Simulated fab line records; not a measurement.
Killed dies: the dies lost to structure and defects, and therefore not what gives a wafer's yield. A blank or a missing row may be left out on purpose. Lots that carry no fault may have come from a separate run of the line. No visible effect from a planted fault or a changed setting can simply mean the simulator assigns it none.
Commonality check across tools || flow nand_harc || Sampled: 16 lots, 41 wafers

== REASON FOR OPENING ==
Flagged at NHARC_A_ONON_D1_THK_MEAS_27: reading thk_nm, on 4 of 16 lots. No-fault wafers: 1002 nm, standard deviation 8.7.
Rule: a lot is flagged when every wafer of it that has a number lies more than 4 standard deviations from that mean, or none has a number. The rest of the lots are taken to be sound.

{"lot": "L736", "measured": "day 8 15:42", "on": "film_metro-02", "thk_nm (nm), wafer by wafer": "1002 1001 1002", "flag": ""}
{"lot": "L737", "measured": "day 8 20:22", "on": "film_metro-02", "thk_nm (nm), wafer by wafer": "1001 1000 1001", "flag": ""}
{"lot": "L738", "measured": "day 8 20:40", "on": "film_metro-01", "thk_nm (nm), wafer by wafer": "1005 1004 1005", "flag": ""}
{"lot": "L740", "measured": "day 10 14:44", "on": "film_metro-01", "thk_nm (nm), wafer by wafer": "984 985 985", "flag": ""}
{"lot": "L739", "measured": "day 10 14:44", "on": "film_metro-02", "thk_nm (nm), wafer by wafer": "1002 1001 1001", "flag": ""}
{"lot": "L742", "measured": "day 10 15:05", "on": "film_metro-01", "thk_nm (nm), wafer by wafer": "1004 1002 1003", "flag": ""}
{"lot": "L743", "measured": "day 11 07:44", "on": "film_metro-01", "thk_nm (nm), wafer by wafer": 924, "flag": "FLAGGED"}
{"lot": "L744", "measured": "day 11 12:15", "on": "film_metro-01", "thk_nm (nm), wafer by wafer": 933, "flag": "FLAGGED"}
{"lot": "L745", "measured": "day 11 23:02", "on": "film_metro-01", "thk_nm (nm), wafer by wafer": 933, "flag": "FLAGGED"}
{"lot": "L746", "measured": "day 12 14:58", "on": "film_metro-02", "thk_nm (nm), wafer by wafer": "914 913", "flag": "FLAGGED"}
{"lot": "L748", "measured": "day 12 21:37", "on": "film_metro-02", "thk_nm (nm), wafer by wafer": "996 996 996", "flag": ""}
{"lot": "L749", "measured": "day 13 22:06", "on": "film_metro-01", "thk_nm (nm), wafer by wafer": "1005 1005 1004", "flag": ""}
{"lot": "L751", "measured": "day 14 10:41", "on": "film_metro-01", "thk_nm (nm), wafer by wafer": "999 998 1000", "flag": ""}
{"lot": "L750", "measured": "day 14 10:43", "on": "film_metro-02", "thk_nm (nm), wafer by wafer": "980 978 978", "flag": ""}
{"lot": "L752", "measured": "day 15 03:08", "on": "film_metro-01", "thk_nm (nm), wafer by wafer": "1015 1016 1013", "flag": ""}
{"lot": "L757", "measured": "day 16 17:59", "on": "film_metro-01", "thk_nm (nm), wafer by wafer": "1018 1019 1018", "flag": ""}
The numbers of the flagged lots are 923 nm on average: -79 nm against the usual, or -9 standard deviations.

== WHICH TOOL EACH LOT WENT THROUGH ==
The record holds 2 process steps before the reading, out of a route of 1302 steps. Each cell gives the tool, then ch followed by the chambers the sampled wafers passed through, then the start.
{"lot": "L736", "flag": "", "NHARC_A_ZERO_WELL_ETCH_19": "rie_diel-03 ch 2,3, day 7 06:17", "NHARC_A_ONON_D1_DEP_25": "pecvd_onon-02 ch 0, day 8 15:14"}
{"lot": "L737", "flag": "", "NHARC_A_ZERO_WELL_ETCH_19": "rie_diel-03 ch 0,3, day 7 11:02", "NHARC_A_ONON_D1_DEP_25": "pecvd_onon-04 ch 0, day 8 19:52"}
{"lot": "L738", "flag": "", "NHARC_A_ZERO_WELL_ETCH_19": "rie_diel-04 ch 1,2,3, day 7 10:09", "NHARC_A_ONON_D1_DEP_25": "pecvd_onon-01 ch 0, day 8 20:09"}
{"lot": "L740", "flag": "", "NHARC_A_ZERO_WELL_ETCH_19": "rie_diel-12 ch 0,1,3, day 8 11:18", "NHARC_A_ONON_D1_DEP_25": "pecvd_onon-04 ch 0, day 10 14:14"}
{"lot": "L739", "flag": "", "NHARC_A_ZERO_WELL_ETCH_19": "rie_diel-03 ch 0,2,3, day 8 13:35", "NHARC_A_ONON_D1_DEP_25": "pecvd_onon-01 ch 0, day 10 14:17"}
{"lot": "L742", "flag": "", "NHARC_A_ZERO_WELL_ETCH_19": "rie_diel-12 ch 1,2,3, day 9 05:55", "NHARC_A_ONON_D1_DEP_25": "pecvd_onon-04 ch 0, day 10 14:35"}
{"lot": "L743", "flag": "FLAGGED", "NHARC_A_ZERO_WELL_ETCH_19": "rie_diel-03 ch 0, day 9 21:48", "NHARC_A_ONON_D1_DEP_25": "pecvd_onon-04 ch 0, day 11 07:27"}
{"lot": "L744", "flag": "FLAGGED", "NHARC_A_ZERO_WELL_ETCH_19": "rie_diel-04 ch 2, day 10 01:39", "NHARC_A_ONON_D1_DEP_25": "pecvd_onon-04 ch 0, day 11 11:44"}
{"lot": "L745", "flag": "FLAGGED", "NHARC_A_ZERO_WELL_ETCH_19": "rie_diel-12 ch 1, day 10 09:08", "NHARC_A_ONON_D1_DEP_25": "pecvd_onon-04 ch 0, day 11 22:38"}
{"lot": "L746", "flag": "FLAGGED", "NHARC_A_ZERO_WELL_ETCH_19": "rie_diel-12 ch 2,3, day 11 04:35", "NHARC_A_ONON_D1_DEP_25": "pecvd_onon-04 ch 0, day 12 14:28"}
{"lot": "L748", "flag": "", "NHARC_A_ZERO_WELL_ETCH_19": "rie_diel-04 ch 1,2,3, day 11 12:12", "NHARC_A_ONON_D1_DEP_25": "pecvd_onon-01 ch 0, day 12 21:07"}
{"lot": "L749", "flag": "", "NHARC_A_ZERO_WELL_ETCH_19": "rie_diel-03 ch 1,2, day 12 08:49", "NHARC_A_ONON_D1_DEP_25": "pecvd_onon-01 ch 0, day 13 21:35"}
{"lot": "L751", "flag": "", "NHARC_A_ZERO_WELL_ETCH_19": "rie_diel-03 ch 2,3, day 13 03:03", "NHARC_A_ONON_D1_DEP_25": "pecvd_onon-02 ch 0, day 14 10:11"}
{"lot": "L750", "flag": "", "NHARC_A_ZERO_WELL_ETCH_19": "rie_diel-12 ch 0,1,3, day 13 01:23", "NHARC_A_ONON_D1_DEP_25": "pecvd_onon-01 ch 0, day 14 10:23"}
{"lot": "L752", "flag": "", "NHARC_A_ZERO_WELL_ETCH_19": "rie_diel-03 ch 2,3, day 13 13:02", "NHARC_A_ONON_D1_DEP_25": "pecvd_onon-02 ch 0, day 15 02:40"}
{"lot": "L757", "flag": "", "NHARC_A_ZERO_WELL_ETCH_19": "rie_diel-03 ch 0,2, day 15 08:32", "NHARC_A_ONON_D1_DEP_25": "pecvd_onon-01 ch 0, day 16 17:29"}
These steps, and what they do:
- NHARC_A_ZERO_WELL_ETCH_19: etches the open film in N2/H2, target depth 80 nm, overetch 24 nm, time 87.88 s.
- NHARC_A_ONON_D1_DEP_25: target thk 1000 nm.
- NHARC_A_ONON_D1_THK_MEAS_27: measures by ellipsometry.

== FLAGGED AGAINST TOTAL, ONE TOOL AT A TIME (gauges that did the reading follow at the end) ==
{"step": "NHARC_A_ZERO_WELL_ETCH_19", "tool": "rie_diel-03", "lots run": 8, "flagged": 1, "share of the flagged lots": "some", "sound lots run after its first flagged lot": "4 (L749,L751,L752,L757)"}
{"step": "NHARC_A_ZERO_WELL_ETCH_19", "tool": "rie_diel-04", "lots run": 3, "flagged": 1, "share of the flagged lots": "some", "sound lots run after its first flagged lot": "1 (L748)"}
{"step": "NHARC_A_ZERO_WELL_ETCH_19", "tool": "rie_diel-12", "lots run": 5, "flagged": 2, "share of the flagged lots": "some", "sound lots run after its first flagged lot": "1 (L750)"}
{"step": "NHARC_A_ONON_D1_DEP_25", "tool": "pecvd_onon-01", "lots run": 6, "flagged": 0, "share of the flagged lots": "none", "sound lots run after its first flagged lot": "-"}
{"step": "NHARC_A_ONON_D1_DEP_25", "tool": "pecvd_onon-02", "lots run": 3, "flagged": 0, "share of the flagged lots": "none", "sound lots run after its first flagged lot": "-"}
{"step": "NHARC_A_ONON_D1_DEP_25", "tool": "pecvd_onon-04", "lots run": 7, "flagged": 4, "share of the flagged lots": "all", "sound lots run after its first flagged lot": 0}
{"step": "NHARC_A_ONON_D1_THK_MEAS_27", "tool": "film_metro-01", "lots run": 10, "flagged": 3, "share of the flagged lots": "some", "sound lots run after its first flagged lot": "4 (L749,L751,L752,L757)"}
{"step": "NHARC_A_ONON_D1_THK_MEAS_27", "tool": "film_metro-02", "lots run": 6, "flagged": 1, "share of the flagged lots": "some", "sound lots run after its first flagged lot": "2 (L748,L750)"}

== WHAT THE TABLE PERMITS ==
1 row of the table ran every flagged lot: pecvd_onon-04 at NHARC_A_ONON_D1_DEP_25.
- pecvd_onon-04 at NHARC_A_ONON_D1_DEP_25: 4 of its 7 lots flagged. It ran its last sound lot, L742, at day 10 14:35 and its first flagged lot, L743, at day 11 07:27: a fault with its onset between the two fits.
Left over: one tool, pecvd_onon-04 at NHARC_A_ONON_D1_DEP_25.

== WHAT HAD BEEN PUT IN BY THE SIMULATOR ==
Process parameters drifting: pecvd_onon-04 at NHARC_A_ONON_D1_DEP_25, beginning at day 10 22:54. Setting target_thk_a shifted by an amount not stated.
Shown lots that were struck: L743, L744, L745, L746. Same finding as the rule above.
